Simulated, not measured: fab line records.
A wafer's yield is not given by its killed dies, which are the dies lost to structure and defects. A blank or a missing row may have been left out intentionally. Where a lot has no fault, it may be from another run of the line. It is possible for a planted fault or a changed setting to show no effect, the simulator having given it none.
Matching of chambers | flow n5Finfet | N5_FIN_SAQP_ETCH_52 on rieDiel-02 has 4 sister chambers
The step etches SOC in N2/H2, target depth 100 nm, overetch 20 nm, time 150 s. 14 wafers are shown with their chamber, then 7 later ones without.

## EACH WAFER AND ITS CHAMBER
wafer  | chamber | showerheadPlenumPTorr (Torr) | throttleValvePct (%) | oesProductAu (a.u.)
L074.1 | 2       | 2.53                         | 18.05                | 0.63
L074.2 | 1       | 2.70                         | 17.60                | 0.80
L074.3 | 3       | 2.66                         | 17.65                | 0.71
L077.2 | 1       | 2.70                         | 17.60                | 0.80
L077.3 | 3       | 2.66                         | 17.67                | 0.69
L077.6 | 3       | 2.66                         | 17.68                | 0.70
L082.1 | 0       | 2.72                         | 17.51                | 0.86
L082.2 | 2       | 2.52                         | 18.06                | 0.62
L082.6 | 1       | 2.69                         | 17.63                | 0.78
L084.1 | 1       | 2.69                         | 17.64                | 0.76
L084.2 | 2       | 2.52                         | 18.07                | 0.62
L084.5 | 0       | 2.72                         | 17.50                | 0.83
L094.1 | 0       | 2.71                         | 17.56                | 0.77
L094.2 | 3       | 2.64                         | 17.74                | 0.67

SIGNATURES (averages over the wafers above)
reading               | chamber 0 | chamber 1 | chamber 2 | chamber 3 | scatter within a chamber
showerheadPlenumPTorr | 2.7167    | 2.6950    | 2.5233    | 2.6550    | 0.0073
throttleValvePct      | 17.5233   | 17.6175   | 18.0600   | 17.6850   | 0.0284
oesProductAu          | 0.8200    | 0.7850    | 0.6233    | 0.6925    | 0.025
Rule: a wafer's distance from a chamber is the root of the sum, over the readings, of the square of ((its reading less the chamber's mean) divided by the reading's scatter). If the next closest chamber is less than 2 further off than the closest, the wafer can't be placed; otherwise it belongs to the closest. The scatter: take each reading less its chamber's mean, square it, sum over the shown wafers, divide by the number of wafers less the number of chambers, and take the root.

## WAFERS MISSING THEIR CHAMBER
wafer  | showerheadPlenumPTorr (Torr) | throttleValvePct (%) | oesProductAu (a.u.)
L094.4 | 2.68                         | 17.66                | 0.74
L095.2 | 2.71                         | 17.55                | 0.77
L095.5 | 2.51                         | 18.12                | 0.61
L095.6 | 2.64                         | 17.74                | 0.67
L097.2 | 2.64                         | 17.76                | 0.66
L097.4 | 2.68                         | 17.68                | 0.74
L097.6 | 2.64                         | 17.75                | 0.67

## CHAMBER TAKEN BY EACH
wafer  | from the rows above     | in truth
L094.4 | can't be placed: 1 or 3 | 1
L095.2 | can't be placed: 0 or 1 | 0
L095.5 | 2                       | 2
L095.6 | 3                       | 3
L097.2 | 3                       | 3
L097.4 | can't be placed: 1 or 3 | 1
L097.6 | 3                       | 3
Correct placement for 4 of the 7. Unplaceable from these rows: 3, with the true chamber sitting among the candidates in 3. Placed wrongly: 0.
